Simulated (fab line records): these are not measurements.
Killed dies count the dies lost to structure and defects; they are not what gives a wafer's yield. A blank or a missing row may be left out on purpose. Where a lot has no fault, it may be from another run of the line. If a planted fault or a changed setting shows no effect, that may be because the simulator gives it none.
Matching of chambers / flow nand-harc / rie-si-05 running NHARC_P_GATE_ETCH_32: 4 sister chambers
The step etches the open film in HBr/Cl2, target depth 150 nm, time 100.1 s. 14 wafers are shown with their chamber, then 7 later ones without.

## WAFERS, EACH WITH ITS CHAMBER
wafer=L076.2; chamber=1; drypump-motor-current-A (A)=5.9; oes-product-au (a.u.)=0.999; throttle-valve-pct (%)=26.425
wafer=L076.3; chamber=0; drypump-motor-current-A (A)=5.5; oes-product-au (a.u.)=1.002; throttle-valve-pct (%)=26.402
wafer=L076.6; chamber=2; drypump-motor-current-A (A)=5.0; oes-product-au (a.u.)=1.005; throttle-valve-pct (%)=26.396
wafer=L079.1; chamber=1; drypump-motor-current-A (A)=5.8; oes-product-au (a.u.)=1.005; throttle-valve-pct (%)=26.423
wafer=L079.4; chamber=2; drypump-motor-current-A (A)=5.1; oes-product-au (a.u.)=1.002; throttle-valve-pct (%)=26.403
wafer=L079.5; chamber=0; drypump-motor-current-A (A)=5.4; oes-product-au (a.u.)=1.001; throttle-valve-pct (%)=26.401
wafer=L081.2; chamber=0; drypump-motor-current-A (A)=5.4; oes-product-au (a.u.)=1.006; throttle-valve-pct (%)=26.396
wafer=L081.4; chamber=1; drypump-motor-current-A (A)=5.8; oes-product-au (a.u.)=1.008; throttle-valve-pct (%)=26.414
wafer=L081.6; chamber=3; drypump-motor-current-A (A)=5.0; oes-product-au (a.u.)=1.022; throttle-valve-pct (%)=26.401
wafer=L084.1; chamber=2; drypump-motor-current-A (A)=5.1; oes-product-au (a.u.)=1.000; throttle-valve-pct (%)=26.415
wafer=L084.3; chamber=3; drypump-motor-current-A (A)=5.0; oes-product-au (a.u.)=1.014; throttle-valve-pct (%)=26.401
wafer=L084.4; chamber=0; drypump-motor-current-A (A)=5.5; oes-product-au (a.u.)=1.008; throttle-valve-pct (%)=26.398
wafer=L086.2; chamber=2; drypump-motor-current-A (A)=5.1; oes-product-au (a.u.)=1.009; throttle-valve-pct (%)=26.402
wafer=L086.3; chamber=1; drypump-motor-current-A (A)=5.8; oes-product-au (a.u.)=1.000; throttle-valve-pct (%)=26.396

SIGNATURES, as means of the wafers listed above
reading=drypump-motor-current-A; chamber 0=5.450; chamber 1=5.825; chamber 2=5.075; chamber 3=5.000; scatter within a chamber=0.05
reading=oes-product-au; chamber 0=1.00425; chamber 1=1.00300; chamber 2=1.00400; chamber 3=1.01800; scatter within a chamber=0.00406
reading=throttle-valve-pct; chamber 0=26.39925; chamber 1=26.41450; chamber 2=26.40400; chamber 3=26.40100; scatter within a chamber=0.00859
Rule: a wafer lies at a distance from a chamber equal to the root of the sum of squares, over the readings, of (its reading less the chamber's mean, divided by the reading's scatter). If the next closest chamber is less than 2 further off than the closest, the wafer can't be placed; otherwise it belongs to the closest. The scatter: take each reading less its chamber's mean, square it, sum over the shown wafers, divide by the number of wafers less the number of chambers, and take the root.

## WAFERS WITH NO CHAMBER GIVEN
wafer=L086.5; drypump-motor-current-A (A)=5.0; oes-product-au (a.u.)=1.011; throttle-valve-pct (%)=26.397
wafer=L091.3; drypump-motor-current-A (A)=5.8; oes-product-au (a.u.)=1.006; throttle-valve-pct (%)=26.418
wafer=L091.4; drypump-motor-current-A (A)=5.1; oes-product-au (a.u.)=1.004; throttle-valve-pct (%)=26.400
wafer=L091.5; drypump-motor-current-A (A)=5.5; oes-product-au (a.u.)=0.996; throttle-valve-pct (%)=26.404
wafer=L092.3; drypump-motor-current-A (A)=5.5; oes-product-au (a.u.)=0.990; throttle-valve-pct (%)=26.398
wafer=L092.5; drypump-motor-current-A (A)=5.0; oes-product-au (a.u.)=1.003; throttle-valve-pct (%)=26.402
wafer=L092.6; drypump-motor-current-A (A)=5.8; oes-product-au (a.u.)=1.001; throttle-valve-pct (%)=26.397

## WHICH CHAMBER EACH ONE RAN IN
wafer=L086.5; from the rows above=can't be placed: 3 or 2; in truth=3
wafer=L091.3; from the rows above=1; in truth=1
wafer=L091.4; from the rows above=2; in truth=2
wafer=L091.5; from the rows above=0; in truth=0
wafer=L092.3; from the rows above=0; in truth=0
wafer=L092.5; from the rows above=2; in truth=2
wafer=L092.6; from the rows above=1; in truth=1
Correctly placed: 6 of 7. From these rows, 1 cannot be placed; in 1 the true chamber is one of the candidates. Placed wrongly: 0.
